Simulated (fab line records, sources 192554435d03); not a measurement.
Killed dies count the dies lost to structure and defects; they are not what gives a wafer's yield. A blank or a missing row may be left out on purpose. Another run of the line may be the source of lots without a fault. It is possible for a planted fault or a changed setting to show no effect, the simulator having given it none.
Split-lot trial	flow n5-finfet	21 wafers read from 7 lots, route of 1938 steps

ABOUT THE SPLIT
At N5_HKMG_FIN_COAT_41 (time 60 s, resist thk 300 nm), the setting spin-rpm was moved away from the recipe's 1500 rpm on 11 of the 21 wafers read, by -9.2% to +4.7%. This setting was run at the recipe's value on the other wafers.

FROM THE SPLIT TO THE READING: what the file shows between them, 9 steps
- N5_HKMG_FIN_EXPOSE_46: exposes mask NDIPOLE (also split here: dose-mj)
- N5_HKMG_FIN_PEB_47: peb time 60 s
- N5_HKMG_FIN_DEVELOP_48: develop time 30 s
- N5_HKMG_FIN_CD_MEAS_49: target cd 202 nm
- N5_HKMG_FIN_DESCUM_53: chemistry O2, time 7.9 s
- N5_HKMG_FIN_ETCH_54: etches SiARC in CF4, target depth 45.5 nm, time 75.8 s
- N5_HKMG_FIN_ETCH_55: etches SOC in N2/H2, target depth 240 nm, time 300 s
- N5_HKMG_FIN_STRIP_56: strips in N2/H2
- N5_HKMG_FIN_STRIP_57: strips in CF4

THE READING
SOC_of_HKMG_FIN_COAT_41.thk-nm (the simulator's own value, which no gauge read), in nm, at N5_HKMG_FIN_ETCH_58 (etches SOC in N2/H2, target depth 215.8 nm, time 741 s). The file gives no usual value for it. Here, 10 wafers ran the recipe; their average is 83.4 nm with a standard deviation of 3.7 nm.

wafer	tool, chamber at the split	spin-rpm as run, rpm	against the recipe	SOC_of_HKMG_FIN_COAT_41.thk-nm, nm	against lot-mates on the recipe
L078.1	litho-track-01, 0	1570	+4.7%	75	-10.0
L078.2	litho-track-01, 0	1500	recipe	85	-
L078.6	litho-track-01, 0	1570	+4.7%	80.4	-4.6
L079.4	litho-track-01, 0	1401	-6.6%	94.4	+12.6
L079.5	litho-track-01, 0	1500	recipe	81.8	-
L079.6	litho-track-01, 0	1401	-6.6%	95.4	+13.6
L082.2	litho-track-02, 0	1500	recipe	88.2	-
L082.4	litho-track-02, 0	1500	recipe	91	-
L082.6	litho-track-02, 0	1500	recipe	84	-
L088.2	litho-track-01, 0	1399	-6.7%	90.8	+7.4
L088.5	litho-track-01, 0	1399	-6.7%	91.4	+8.0
L088.6	litho-track-01, 0	1500	recipe	83.4	-
L090.2	litho-track-02, 0	1405	-6.3%	87.4	no lot-mate on the recipe
L090.3	litho-track-02, 0	1405	-6.3%	90.4	no lot-mate on the recipe
L090.6	litho-track-02, 0	1405	-6.3%	90	no lot-mate on the recipe
L092.1	litho-track-01, 0	1500	recipe	78.8	-
L092.5	litho-track-01, 0	1500	recipe	79.8	-
L092.6	litho-track-01, 0	1500	recipe	79.2	-
L094.3	litho-track-01, 0	1362	-9.2%	101	+18.0
L094.5	litho-track-01, 0	1362	-9.2%	99.2	+16.2
L094.6	litho-track-01, 0	1500	recipe	83	-

FIT RESULTS
A straight line over all 21 wafers: SOC_of_HKMG_FIN_COAT_41.thk-nm changes by -1.42 nm for each +1% of spin-rpm; r = -0.87; the points scatter about the line by 3.5 nm.
The same after taking each lot's own level away (the mean of its wafers on the recipe; 18 wafers): -1.68 nm for each +1%; r = -0.96; scatter 2.3 nm.
That fit puts the effect of the largest move of spin-rpm on the reading at 15 nm.
From 79.27 to 87.73 nm: that is the span of the lots' own levels, equal to 2.3 times the standard deviation above.
So the lot-to-lot level changes the slope: the two fits differ.
Check: for one of the wafers moved furthest among these (-9.2%), held out of the fit, the line's prediction against its lot-mates is +14.9 nm. It came out at +18 nm against them.

OTHER SPLITS ON THESE WAFERS
Other splits were also applied to these wafers ahead of the reading. Each is held against what the fit with the lots' levels taken away leaves over:
other split on the same wafers	wafers away from the commonest value	r with SOC_of_HKMG_FIN_COAT_41.thk-nm (lot level and that fit taken away)
N5_SD_EPI_N_PEB_07 peb-time-s	8	+0.08
N5_ILD0_ALD_15 ald-cycles	8	+0.37
N5_HKMG_FIN_EXPOSE_46 dose-mj	3	-0.25

THE WHOLE CHAIN: every reading that the file lists as answering this split, in the file's order
step	what it does	reading	change (the file's fit)	r (the file's)
N5_HKMG_FIN_COAT_41	time 60 s, resist thk 300 nm	SOC_of_HKMG_FIN_COAT_41.thk-nm (the simulator's own value, which no gauge read)	-1.63 nm for each +1% of the setting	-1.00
N5_HKMG_FIN_ETCH_58	etches SOC in N2/H2, target depth 215.8 nm, time 741 s	SOC_of_HKMG_FIN_COAT_41.thk-nm (the simulator's own value, which no gauge read)	-1.69 nm for each +1% of the setting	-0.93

THE FILE'S OWN FIT
SOC_of_HKMG_FIN_COAT_41.thk-nm changes by -1.69 nm for each +1% of spin-rpm, r = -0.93.
